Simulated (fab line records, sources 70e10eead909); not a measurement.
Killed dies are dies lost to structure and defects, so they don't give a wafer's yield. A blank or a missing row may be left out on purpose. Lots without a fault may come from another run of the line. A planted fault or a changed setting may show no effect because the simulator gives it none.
A struck lot beside a sound one | flow nand_harc | 44 steps out of a route of 1302
Sound: wafers L120.2, L120.4, L120.5. Struck: wafers L131.1, L131.3, L131.5. The cause comes at the end.
At each step with rows: each side's tool, then ch and its chambers, then its first start. Under that, the readings that differ: sound wafers | struck wafers | difference of the means | sigmas: that difference in standard deviations of wafers without a fault.
alike: readings whose means differ by less than 2 such deviations, and words and numbers that are the same on both sides. not compared: withheld readings, readings that some wafer has no value for, bounds like >300 that may hide the same value, and numbers for which the record gives no deviation and whose values overlap.
The two part at a step that has a row with sigmas, a row that says differs or no value, or rows on one side only. Numbers that don't overlap but have no deviation are shown without sigmas and don't part them. A reading that every wafer of one side lacks parts them only if that side has two wafers or more.

first, 8 steps without rows for these wafers: NHARC_P_GATE_DEHYDRATE_38 (time 120 s); NHARC_P_GATE_HMDS_39 (time 30 s); NHARC_P_GATE_COAT_40; NHARC_P_GATE_SOFTBAKE_41 (time 95 s); NHARC_P_GATE_EBR_42; NHARC_P_GATE_EXPOSE_43 (exposes mask P NSD, target cd 720 nm); NHARC_P_GATE_PEB_44 (peb time 85 s); NHARC_P_GATE_DEVELOP_45 (time 70 s).
NHARC_P_GATE_CD_MEAS_46: target cd 720 nm.
  sound on cd_sem-03 ch 0, day 8 11:40; struck on cd_sem-01 ch 0, day 12 10:32
  alike: cd_nm
then, 3 steps without rows for these wafers: NHARC_P_GATE_HARDBAKE_47 (time 80 s); NHARC_P_GATE_DESCUM_48 (chemistry O2, time 3 s); NHARC_P_GATE_IMPLANT_49.
NHARC_P_GATE_STRIP_111: strips in N2/H2, time 250 s.
  sound on plasma_asher-01 ch 0,1, day 8 12:12; struck on plasma_asher-01 ch 0,1, day 12 11:04
  alike: drypump_motor_current_A, heater_power_w
  not compared: rf_hours_counter_h
NHARC_P_GATE_STRIP_75: strips in O2.
  sound on plasma_asher-01 ch 0,1, day 8 12:30; struck on plasma_asher-01 ch 0,1, day 12 11:22
  alike: drypump_motor_current_A, heater_power_w
  not compared: rf_hours_counter_h
then, 9 steps without rows for these wafers: NHARC_P_GATE_STRIP_50 (strips in SPM, time 900 s); NHARC_P_GATE_DEHYDRATE_51 (time 120 s); NHARC_P_GATE_HMDS_52 (time 30 s); NHARC_P_GATE_COAT_53; NHARC_P_GATE_SOFTBAKE_54 (time 95 s); NHARC_P_GATE_EBR_55; NHARC_P_GATE_EXPOSE_56 (exposes mask P PSD, target cd 720 nm); NHARC_P_GATE_PEB_57 (peb time 85 s); NHARC_P_GATE_DEVELOP_58 (time 70 s).
NHARC_P_GATE_CD_MEAS_59: target cd 720 nm.
  sound on cd_sem-01 ch 0, day 8 13:18; struck on cd_sem-03 ch 0, day 12 12:18
  alike: cd_nm
then, 1 step without rows for these wafers: NHARC_P_GATE_HARDBAKE_60 (time 80 s).
NHARC_P_GATE_DESCUM_61: chemistry O2, time 3 s.
  sound on rie_diel-03 ch 0,1, day 8 13:28; struck on rie_diel-02 ch 2,3, day 12 12:28
  alike: drypump_motor_current_A, oes_product_au, rf_vpp_V, showerhead_plenum_p_Torr, throttle_valve_pct
  not compared: rf_hours_counter_h
then, 1 step without rows for these wafers: NHARC_P_GATE_IMPLANT_62.
NHARC_P_GATE_STRIP_112: strips in N2/H2, time 200 s.
  sound on plasma_asher-02 ch 0,1, day 8 13:52; struck on plasma_asher-01 ch 0,1, day 12 12:50
  alike: drypump_motor_current_A, heater_power_w
  not compared: rf_hours_counter_h
NHARC_P_GATE_STRIP_76: strips in O2.
  sound on plasma_asher-02 ch 0,1, day 8 14:06; struck on plasma_asher-01 ch 0,1, day 12 13:05
  alike: drypump_motor_current_A, heater_power_w
  not compared: rf_hours_counter_h
then, 9 steps without rows for these wafers: NHARC_P_GATE_STRIP_63 (strips in SPM, time 900 s); NHARC_P_GATE_DEHYDRATE_83 (time 120 s); NHARC_P_GATE_HMDS_84 (time 30 s); NHARC_P_GATE_COAT_85; NHARC_P_GATE_SOFTBAKE_86 (time 95 s); NHARC_P_GATE_EBR_87; NHARC_P_GATE_EXPOSE_88 (exposes mask P HVN, target cd 2000 nm); NHARC_P_GATE_PEB_89 (peb time 85 s); NHARC_P_GATE_DEVELOP_90 (time 70 s).
NHARC_P_GATE_CD_MEAS_91: target cd 2000 nm.
  sound on cd_sem-03 ch 0, day 8 15:01; struck on cd_sem-02 ch 0, day 12 13:53
  alike: cd_nm
then, 1 step without rows for these wafers: NHARC_P_GATE_HARDBAKE_92 (time 80 s).
NHARC_P_GATE_DESCUM_93: chemistry O2, time 3 s.
  sound on rie_diel-03 ch 1,2,3, day 8 15:13; struck on rie_diel-12 ch 1,3, day 12 14:04
  alike: drypump_motor_current_A, oes_product_au, rf_vpp_V, showerhead_plenum_p_Torr, throttle_valve_pct
  not compared: rf_hours_counter_h
then, 1 step without rows for these wafers: NHARC_P_GATE_IMPLANT_94.
NHARC_P_GATE_INSPECT_68:
  sound on defect_inspect-02, day 8 18:05; struck on defect_inspect-01, day 12 17:01
  reading          | sound       | struck       | difference | sigmas
  raw_defect_count | 506 276 293 | 925 917 1033 | +600       | +6
-- the record jumps here: 19 days lie between the struck wafers' starts before and after (it left off in module P_GATE and takes up again in module END, whose first step shown is number 1302 of the route) --
NHARC_END_SORT_01:
  sound on prober-02 ch 0, day 27 01:28; struck on prober-02 ch 0, day 31 14:13
  reading             | sound    | struck      | difference | sigmas
  killed_at_periphery | 6 4 5    | 98 65 60    | +69        | +24
  killed_dies         | 55 68 77 | 158 117 110 | +62        | +4
  alike: killed_at_array, killed_at_other, killed_open, killed_short

WHERE THEY PART
First at NHARC_P_GATE_INSPECT_68; last, within this record, at NHARC_END_SORT_01.

WHY: what the simulator had put in
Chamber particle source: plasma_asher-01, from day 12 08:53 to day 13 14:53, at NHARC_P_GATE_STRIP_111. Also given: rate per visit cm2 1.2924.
